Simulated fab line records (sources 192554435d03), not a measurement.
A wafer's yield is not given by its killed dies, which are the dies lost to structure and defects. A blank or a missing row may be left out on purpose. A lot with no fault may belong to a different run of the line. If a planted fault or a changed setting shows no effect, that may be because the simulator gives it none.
Lot-split experiment || flow n5 finfet || 7 lots, 21 wafers read, on a route of 1938 steps

## THE SPLIT
At N5_MOL_CONTACT_COAG_COAT_104 (time 60 s, resist thk 12 nm), the setting spin rpm was moved away from the recipe's 1500 rpm on 4 of the 21 wafers read, by -8.6% to +5.1%. This setting was run at the recipe's value on the other wafers.

## FROM THE SPLIT TO THE READING: what the file shows between them, 4 steps
- N5_MOL_CONTACT_COAG_COAT_58: time 60 s, resist thk 10 nm
- N5_MOL_CONTACT_COAG_COAT_02: resist thk 30 nm
- N5_MOL_CONTACT_COAG_DESCUM_13: chemistry O2, time 7 s
- N5_MOL_CONTACT_COAG_ETCH_59: etches underlayer in N2/H2, target depth 13 nm, time 10.4 s

## THE READING
etch.depth nm (the simulator's own value, which no gauge read), in nm, at N5_MOL_CONTACT_COAG_ETCH_105 (etches SiARC in CF4, target depth 15.6 nm, time 26 s). No usual value for it is given in the file. Average 12.04 nm, standard deviation 0.028 nm, over the 17 wafers here run with the recipe.

{"wafer": "L076.1", "tool, chamber at the split": "litho track-02, 0", "spin rpm as run, rpm": 1500, "against the recipe": "recipe", "etch.depth nm, nm": 12, "against lot-mates on the recipe": "-"}
{"wafer": "L076.5", "tool, chamber at the split": "litho track-02, 0", "spin rpm as run, rpm": 1500, "against the recipe": "recipe", "etch.depth nm, nm": 12.02, "against lot-mates on the recipe": "-"}
{"wafer": "L076.6", "tool, chamber at the split": "litho track-02, 0", "spin rpm as run, rpm": 1500, "against the recipe": "recipe", "etch.depth nm, nm": 12.02, "against lot-mates on the recipe": "-"}
{"wafer": "L080.4", "tool, chamber at the split": "litho track-05, 0", "spin rpm as run, rpm": 1500, "against the recipe": "recipe", "etch.depth nm, nm": 11.98, "against lot-mates on the recipe": "-"}
{"wafer": "L080.5", "tool, chamber at the split": "litho track-05, 0", "spin rpm as run, rpm": 1500, "against the recipe": "recipe", "etch.depth nm, nm": 12.03, "against lot-mates on the recipe": "-"}
{"wafer": "L080.6", "tool, chamber at the split": "litho track-05, 0", "spin rpm as run, rpm": 1500, "against the recipe": "recipe", "etch.depth nm, nm": 12.03, "against lot-mates on the recipe": "-"}
{"wafer": "L082.3", "tool, chamber at the split": "litho track-02, 0", "spin rpm as run, rpm": 1500, "against the recipe": "recipe", "etch.depth nm, nm": 12.08, "against lot-mates on the recipe": "-"}
{"wafer": "L082.4", "tool, chamber at the split": "litho track-02, 0", "spin rpm as run, rpm": 1500, "against the recipe": "recipe", "etch.depth nm, nm": 12.1, "against lot-mates on the recipe": "-"}
{"wafer": "L082.6", "tool, chamber at the split": "litho track-02, 0", "spin rpm as run, rpm": 1500, "against the recipe": "recipe", "etch.depth nm, nm": 12.07, "against lot-mates on the recipe": "-"}
{"wafer": "L083.3", "tool, chamber at the split": "litho track-01, 0", "spin rpm as run, rpm": 1574, "against the recipe": "+4.9%", "etch.depth nm, nm": 11.7, "against lot-mates on the recipe": -0.33}
{"wafer": "L083.4", "tool, chamber at the split": "litho track-01, 0", "spin rpm as run, rpm": 1500, "against the recipe": "recipe", "etch.depth nm, nm": 12.02, "against lot-mates on the recipe": "-"}
{"wafer": "L083.5", "tool, chamber at the split": "litho track-01, 0", "spin rpm as run, rpm": 1500, "against the recipe": "recipe", "etch.depth nm, nm": 12.04, "against lot-mates on the recipe": "-"}
{"wafer": "L084.1", "tool, chamber at the split": "litho track-02, 0", "spin rpm as run, rpm": 1500, "against the recipe": "recipe", "etch.depth nm, nm": 12.03, "against lot-mates on the recipe": "-"}
{"wafer": "L084.3", "tool, chamber at the split": "litho track-02, 0", "spin rpm as run, rpm": 1500, "against the recipe": "recipe", "etch.depth nm, nm": 12.02, "against lot-mates on the recipe": "-"}
{"wafer": "L084.6", "tool, chamber at the split": "litho track-02, 0", "spin rpm as run, rpm": 1371, "against the recipe": "-8.6%", "etch.depth nm, nm": 12.58, "against lot-mates on the recipe": "+0.56"}
{"wafer": "L085.1", "tool, chamber at the split": "litho track-05, 0", "spin rpm as run, rpm": 1500, "against the recipe": "recipe", "etch.depth nm, nm": 12.04, "against lot-mates on the recipe": "-"}
{"wafer": "L085.3", "tool, chamber at the split": "litho track-05, 0", "spin rpm as run, rpm": 1500, "against the recipe": "recipe", "etch.depth nm, nm": 12.05, "against lot-mates on the recipe": "-"}
{"wafer": "L085.6", "tool, chamber at the split": "litho track-05, 0", "spin rpm as run, rpm": 1500, "against the recipe": "recipe", "etch.depth nm, nm": 12.05, "against lot-mates on the recipe": "-"}
{"wafer": "L096.3", "tool, chamber at the split": "litho track-02, 0", "spin rpm as run, rpm": 1577, "against the recipe": "+5.1%", "etch.depth nm, nm": 11.75, "against lot-mates on the recipe": -0.27}
{"wafer": "L096.5", "tool, chamber at the split": "litho track-02, 0", "spin rpm as run, rpm": 1577, "against the recipe": "+5.1%", "etch.depth nm, nm": 11.74, "against lot-mates on the recipe": -0.28}
{"wafer": "L096.6", "tool, chamber at the split": "litho track-02, 0", "spin rpm as run, rpm": 1500, "against the recipe": "recipe", "etch.depth nm, nm": 12.02, "against lot-mates on the recipe": "-"}

FIT RESULTS
A straight line over all 21 wafers: etch.depth nm changes by -0.0618 nm for each +1% of spin rpm; r = -0.99; the points scatter about the line by 0.029 nm.
The same after taking each lot's own level away (the mean of its wafers on the recipe; 21 wafers): -0.0613 nm for each +1%; r = -0.99; scatter 0.019 nm.
According to that fit, moving spin rpm by its largest amount changes the reading by 0.53 nm.
Measured against the standard deviation above, the lots' own levels, which go from 12.013 to 12.083 nm, span 2.5 times it.
The two slopes agree, so the slope changes little with the lot-to-lot level.
Check: for one of the wafers moved furthest among these (-8.6%), held out of the fit, the line's prediction against its lot-mates is +0.497 nm. Against them it came out at +0.555 nm.

## FURTHER SPLITS ON THESE WAFERS
Before the reading, these wafers also passed through other splits. Each is held against what the fit with the lots' levels taken away leaves over:
{"other split on the same wafers": "N5_SDB_COAT_03 spin rpm", "wafers away from the commonest value": 5, "r with etch.depth nm (lot level and that fit taken away)": "+0.02"}
{"other split on the same wafers": "N5_HKMG_FIN_ETCH_32 source w", "wafers away from the commonest value": 3, "r with etch.depth nm (lot level and that fit taken away)": -0.39}
{"other split on the same wafers": "N5_HKMG_FIN_ETCH_35 bias w", "wafers away from the commonest value": 10, "r with etch.depth nm (lot level and that fit taken away)": -0.40}
{"other split on the same wafers": "N5_GATE_CUT_COAT_07 spin rpm", "wafers away from the commonest value": 8, "r with etch.depth nm (lot level and that fit taken away)": "+0.32"}
{"other split on the same wafers": "N5_GATE_CUT_ETCH_36 cf4 flow sccm", "wafers away from the commonest value": 8, "r with etch.depth nm (lot level and that fit taken away)": "+0.17"}

## FILE'S OWN FIT
etch.depth nm changes by -0.0625 nm for each +1% of spin rpm, r = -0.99.
